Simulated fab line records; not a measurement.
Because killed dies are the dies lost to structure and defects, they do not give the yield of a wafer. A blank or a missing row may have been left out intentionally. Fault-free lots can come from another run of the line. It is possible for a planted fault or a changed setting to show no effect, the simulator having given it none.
Which tool is to blame?	flow nand harc	72 wafers from 24 lots sampled at 6 of the route's 1159 steps

## WHAT THE GAUGES READ, wafer by wafer
NHARC_A_M1_OVL_MEAS_10: pitch 240 nm.
lot	measured	on	overlay x nm (nm)	overlay y nm (nm)
L074	day 18 07:07	overlay-02	0.5 -0.1 1.0	0.1 0.2 0.5
L076	day 18 08:01	overlay-01	-0.1 -0.4 -0.1	-0.9 -1.2 -1.1
L075	day 18 08:18	overlay-02	0.4 0.3 0.6	0.7 1.0 0.8
L077	day 18 19:42	overlay-01	0.8 0.5 0.9	-1.1 -1.4 -1.7
L079	day 18 20:30	overlay-02	0.7 0.8 0.2	-0.4 -0.1 -0.3
L078	day 19 07:06	overlay-01	0.7 0.1 0.6	0.3 0.6 0.5
L082	day 19 14:19	overlay-01	-1.3 -1.3 -1.1	0.9 0.0 0.0
L081	day 19 16:08	overlay-02	-0.8 -0.3 -0.7	-1.1 -0.8 -1.5
L080	day 19 19:20	overlay-02	0.0 0.1 -0.2	0.5 0.4 0.2
L083	day 20 05:03	overlay-02	-0.3 -0.5 -0.5	-1.4 -1.1 -1.2
L084	day 20 09:49	overlay-02	0.0 -0.2 -0.5	-0.9 -0.4 0.0
L088	day 20 12:39	overlay-02	0.3 0.3 -0.1	0.3 0.2 0.5
L087	day 20 13:30	overlay-01	-0.9 -1.5 -1.1	0.9 1.2 0.8
L086	day 20 17:19	overlay-02	-0.1 -0.4 0.0	0.3 0.7 0.9
L085	day 21 02:38	overlay-02	0.0 -0.3 0.0	-1.0 -1.1 -0.5
L089	day 21 17:11	overlay-02	1.0 -0.2 0.4	0.5 0.3 1.3
L091	day 21 22:09	overlay-01	-0.4 -0.5 -0.5	0.6 0.4 0.2
L090	day 21 23:09	overlay-01	-0.7 -1.1 -0.5	0.0 -0.4 -0.5
L092	day 21 23:55	overlay-02	1.5 0.6 1.1	-0.2 0.1 -0.5
L093	day 22 07:41	overlay-02	0.5 0.2 -0.1	-0.3 -1.5 -1.0
L094	day 22 08:39	overlay-02	0.2 0.4 0.6	-0.4 -0.3 0.0
L095	day 22 16:46	overlay-01	0.9 1.9 1.2	0.9 1.1 0.7
L096	day 22 17:04	overlay-02	0.5 1.2 1.2	0.8 0.9 1.0
L097	day 24 03:25	overlay-01	-2.1 -2.8 -1.9	0.0 -0.1 0.0

NHARC_A_M1_CD_MEAS_16.
lot	measured	on	cd nm (nm)
L074	day 18 07:31	cd sem-02	121.4 119.8 121.4
L076	day 18 08:25	cd sem-01	120.2 120.6 120.9
L075	day 18 08:42	cd sem-02	119.7 119.6 119.9
L077	day 18 20:06	cd sem-01	120.6 120.0 119.2
L079	day 18 20:55	cd sem-02	119.6 119.1 119.5
L078	day 19 07:30	cd sem-02	120.8 120.6 119.7
L082	day 19 14:43	cd sem-02	120.3 120.5 121.8
L081	day 19 16:35	cd sem-02	120.6 120.8 119.9
L080	day 19 19:44	cd sem-01	120.8 120.9 121.2
L083	day 20 05:30	cd sem-02	120.5 120.4 118.8
L084	day 20 10:14	cd sem-01	121.1 120.7 120.2
L088	day 20 13:06	cd sem-02	120.4 119.7 121.1
L087	day 20 13:55	cd sem-01	122.7 120.8 120.5
L086	day 20 17:43	cd sem-02	120.2 120.1 121.3
L085	day 21 03:02	cd sem-01	121.2 121.1 121.2
L089	day 21 17:35	cd sem-01	120.1 118.9 119.5
L091	day 21 22:36	cd sem-01	120.6 119.6 120.2
L090	day 21 23:33	cd sem-03	120.2 120.1 119.6
L092	day 22 00:19	cd sem-02	120.6 119.8 121.1
L093	day 22 08:05	cd sem-03	119.2 119.1 118.9
L094	day 22 09:04	cd sem-01	120.6 120.0 120.6
L095	day 22 17:11	cd sem-03	121.6 121.1 121.0
L096	day 22 17:28	cd sem-02	121.0 121.1 119.9
L097	day 24 03:49	cd sem-02	120.7 120.4 119.4

NHARC_A_BONDPAD_THK_MEAS_30: measures by ellipsometry.
lot	measured	on	thk nm (nm)
L074	day 18 11:11	film metro-01	199.7 197.5 202.0
L076	day 18 12:41	film metro-02	203.2 199.4 200.8
L075	day 18 12:44	film metro-02	198.4 198.4 199.5
L077	day 19 00:10	film metro-01	199.9 198.7 200.0
L079	day 19 01:00	film metro-02	200.5 200.1 199.9
L078	day 19 11:09	film metro-01	199.5 198.0 199.1
L082	day 19 18:41	film metro-01	202.3 196.4 200.0
L081	day 19 20:43	film metro-02	199.4 199.4 200.7
L080	day 20 00:05	film metro-02	199.4 200.0 199.3
L083	day 20 09:23	film metro-02	200.1 198.5 197.1
L084	day 20 14:26	film metro-02	199.4 199.6 198.3
L088	day 20 16:47	film metro-02	198.9 200.1 198.9
L087	day 20 17:58	film metro-02	199.6 200.3 200.5
L086	day 20 21:35	film metro-01	197.9 197.0 198.8
L085	day 21 06:41	film metro-02	199.2 202.2 201.9
L089	day 21 21:16	film metro-01	198.3 199.9 199.9
L091	day 22 02:14	film metro-02	199.2 198.1 199.3
L090	day 22 03:23	film metro-01	200.4 197.7 198.9
L092	day 22 04:17	film metro-02	200.1 198.6 200.4
L093	day 22 11:56	film metro-02	199.0 200.9 199.6
L094	day 22 12:51	film metro-01	196.8 201.0 199.2
L095	day 22 20:56	film metro-01	200.8 198.5 200.8
L096	day 22 21:12	film metro-02	197.8 201.3 201.1
L097	day 24 08:43	film metro-01	199.3 199.9 198.0

NHARC_A_BONDPAD_CD_MEAS_09: target cd 500 nm.
lot	measured	on	cd nm (nm)
L074	day 18 11:44	cd sem-02	499.3 500.6 499.0
L076	day 18 13:16	cd sem-01	498.6 499.8 499.0
L075	day 18 13:25	cd sem-02	499.1 500.0 501.0
L077	day 19 00:45	cd sem-01	501.9 499.8 497.9
L079	day 19 01:34	cd sem-01	497.0 500.5 499.9
L078	day 19 11:35	cd sem-01	502.1 497.8 497.6
L082	day 19 19:08	cd sem-01	499.4 500.6 501.6
L081	day 19 21:17	cd sem-01	496.5 499.4 498.2
L080	day 20 00:39	cd sem-01	498.5 501.8 500.6
L083	day 20 09:50	cd sem-02	500.7 500.6 499.1
L084	day 20 14:53	cd sem-02	497.3 500.8 497.4
L088	day 20 17:22	cd sem-03	501.0 501.6 498.5
L087	day 20 18:32	cd sem-03	501.2 502.0 502.8
L086	day 20 22:10	cd sem-02	497.5 499.1 498.2
L085	day 21 07:16	cd sem-02	498.5 500.5 500.9
L089	day 21 21:50	cd sem-02	500.2 500.3 501.6
L091	day 22 02:48	cd sem-03	496.1 496.8 500.3
L090	day 22 03:58	cd sem-02	499.9 500.6 500.9
L092	day 22 04:50	cd sem-02	497.6 499.3 494.5
L093	day 22 12:30	cd sem-01	499.3 501.2 500.7
L094	day 22 13:26	cd sem-03	500.2 502.9 499.1
L095	day 22 21:22	cd sem-03	499.5 498.7 497.6
L096	day 22 21:46	cd sem-02	501.7 497.8 501.4
L097	day 24 09:10	cd sem-03	498.8 498.6 502.9

## EACH LOT AND THE TOOL THAT RAN IT (in order: tool; ch and the chambers of the sampled wafers; start)
lot	NHARC_A_M1_ETCH_28	NHARC_A_M1_PVD_21
L074	rie diel-12 ch 1,2,3, day 18 11:11 or earlier	pvd sputter-03, day 18 11:11 or earlier
L076	rie diel-09 ch 0,3, day 18 12:41 or earlier	pvd sputter-01, day 18 12:41 or earlier
L075	rie diel-06 ch 1,2,3, day 18 12:44 or earlier	pvd sputter-03, day 18 12:44 or earlier
L077	rie diel-06 ch 1,2,3, day 19 00:10 or earlier	pvd sputter-01, day 19 00:10 or earlier
L079	rie diel-06 ch 0,1,2, day 19 01:00 or earlier	pvd sputter-03, day 19 01:00 or earlier
L078	rie diel-06 ch 0,1,2, day 19 11:09 or earlier	pvd sputter-03, day 19 11:09 or earlier
L082	rie diel-12 ch 0,1,2, day 19 18:41 or earlier	pvd sputter-01, day 19 18:41 or earlier
L081	rie diel-12 ch 0,3, day 19 20:43 or earlier	pvd sputter-01, day 19 20:43 or earlier
L080	rie diel-09 ch 2,3, day 20 00:05 or earlier	pvd sputter-02, day 20 00:05 or earlier
L083	rie diel-09 ch 0,1,2, day 20 09:23 or earlier	pvd sputter-01, day 20 09:23 or earlier
L084	rie diel-12 ch 0,1,3, day 20 14:26 or earlier	pvd sputter-01, day 20 14:26 or earlier
L088	rie diel-09 ch 0,2, day 20 16:47 or earlier	pvd sputter-03, day 20 16:47 or earlier
L087	rie diel-06 ch 0,1,2, day 20 17:58 or earlier	pvd sputter-03, day 20 17:58 or earlier
L086	rie diel-06 ch 1,2,3, day 20 21:35 or earlier	pvd sputter-02, day 20 21:35 or earlier
L085	rie diel-09 ch 1,2, day 21 06:41 or earlier	pvd sputter-03, day 21 06:41 or earlier
L089	rie diel-06 ch 0,3, day 21 21:16 or earlier	pvd sputter-01, day 21 21:16 or earlier
L091	rie diel-09 ch 1,2, day 22 02:14 or earlier	pvd sputter-01, day 22 02:14 or earlier
L090	rie diel-06 ch 1,3, day 22 00:03	pvd sputter-01, day 22 03:23 or earlier
L092	rie diel-06 ch 1,3, day 22 00:47	pvd sputter-03, day 22 04:17 or earlier
L093	rie diel-09 ch 0,2,3, day 22 11:56 or earlier	pvd sputter-03, day 22 11:56 or earlier
L094	rie diel-09 ch 1,3, day 22 10:01 or earlier	pvd sputter-03, day 22 10:01
L095	rie diel-06 ch 1,3, day 22 20:56 or earlier	pvd sputter-03, day 22 20:56 or earlier
L096	rie diel-12 ch 0,2,3, day 22 21:12 or earlier	pvd sputter-03, day 22 21:12 or earlier
L097	rie diel-09 ch 0,1,3, day 24 08:43 or earlier	pvd sputter-02, day 24 08:43 or earlier
- NHARC_A_M1_ETCH_28: etches the open film in CF4/N2, target depth 30 nm, time 72.99 s.
- NHARC_A_M1_PVD_21: deposits Cu, target thk 30 nm, time 20.49 s.

## AS READ BY THE TOOLS THEMSELVES (means over the sampled wafers that have a number; for cases with no such wafer, the mark the record gives instead)
NHARC_A_M1_ETCH_28.
lot	tool	drypump motor current A (A)	oes product au (a.u.)	rf vpp V (V)	showerhead plenum p Torr (Torr)	throttle valve pct (%)
L074	rie diel-12	5.8	1.008	315.5	2.67	19.791
L076	rie diel-09	5.5	0.990	316.3	2.78	19.797
L075	rie diel-06	5.9	0.990	316.9	2.79	19.787
L077	rie diel-06	5.9	0.996	315.9	2.79	19.797
L079	rie diel-06	6.1	1.004	315.7	2.68	19.806
L078	rie diel-06	6.0	1.008	315.0	2.68	19.801
L082	rie diel-12	5.5	0.992	315.2	2.66	19.796
L081	rie diel-12	5.9	0.998	316.7	2.77	19.794
L080	rie diel-09	5.4	0.994	315.9	2.76	19.793
L083	rie diel-09	5.4	0.999	315.4	2.69	19.802
L084	rie diel-12	5.7	0.996	313.9	2.67	19.792
L088	rie diel-09	5.2	1.015	315.2	2.71	19.803
L087	rie diel-06	6.1	1.002	315.0	2.68	19.779
L086	rie diel-06	5.9	1.002	317.4	2.79	19.796
L085	rie diel-09	5.3	1.001	315.2	2.67	19.794
L089	rie diel-06	6.3	0.983	315.9	2.70	19.788
L091	rie diel-09	5.6	0.993	315.0	2.66	19.790
L090	rie diel-06	5.7	1.002	317.6	2.80	19.802
L092	rie diel-06	5.7	0.998	317.4	2.80	19.795
L093	rie diel-09	5.3	1.002	317.1	2.73	19.798
L094	rie diel-09	5.6	0.991	315.8	2.75	19.793
L095	rie diel-06	5.9	0.992	317.0	2.80	19.797
L096	rie diel-12	5.8	1.000	315.9	2.76	19.797
L097	rie diel-09	5.6	1.009	315.2	2.73	19.791

NHARC_A_M1_PVD_21.
lot	tool	throttle valve pct (%)
L074	pvd sputter-03	29.9
L076	pvd sputter-01	30.4
L075	pvd sputter-03	30.2
L077	pvd sputter-01	30.6
L079	pvd sputter-03	30.0
L078	pvd sputter-03	29.7
L082	pvd sputter-01	30.5
L081	pvd sputter-01	30.2
L080	pvd sputter-02	30.5
L083	pvd sputter-01	30.5
L084	pvd sputter-01	30.5
L088	pvd sputter-03	29.8
L087	pvd sputter-03	29.9
L086	pvd sputter-02	30.3
L085	pvd sputter-03	29.7
L089	pvd sputter-01	30.6
L091	pvd sputter-01	30.8
L090	pvd sputter-01	30.6
L092	pvd sputter-03	30.1
L093	pvd sputter-03	29.9
L094	pvd sputter-03	29.9
L095	pvd sputter-03	30.2
L096	pvd sputter-03	29.9
L097	pvd sputter-02	30.4

## THE ANSWER, worked out from the rows above alone
Rule: the lots themselves supply what counts as usual. The widest of any qualifying gaps counts: lots, ordered by their means at a reading, are off when they make up no more than a third of the lots, leave a main group of 4 or more, and stand apart from it by 3 or more times the standard deviation of that group's means. If all means in a main group match to the digits the tables above print for the reading, that group is not used. A lot without any number at a reading at which 4 lots or more have one is off too. Any other lot the step has rows for is counted as sound. First the gauges in route order, then the tools' own readings, where a lot's mean is used as printed above. At the first step where some lot is off, the reading lying furthest off is the one used; lots without a number count as furthest.
No lot is off at any reading shown: from this, nothing can be told.

## WHAT THE SIMULATOR HAD PUT IN
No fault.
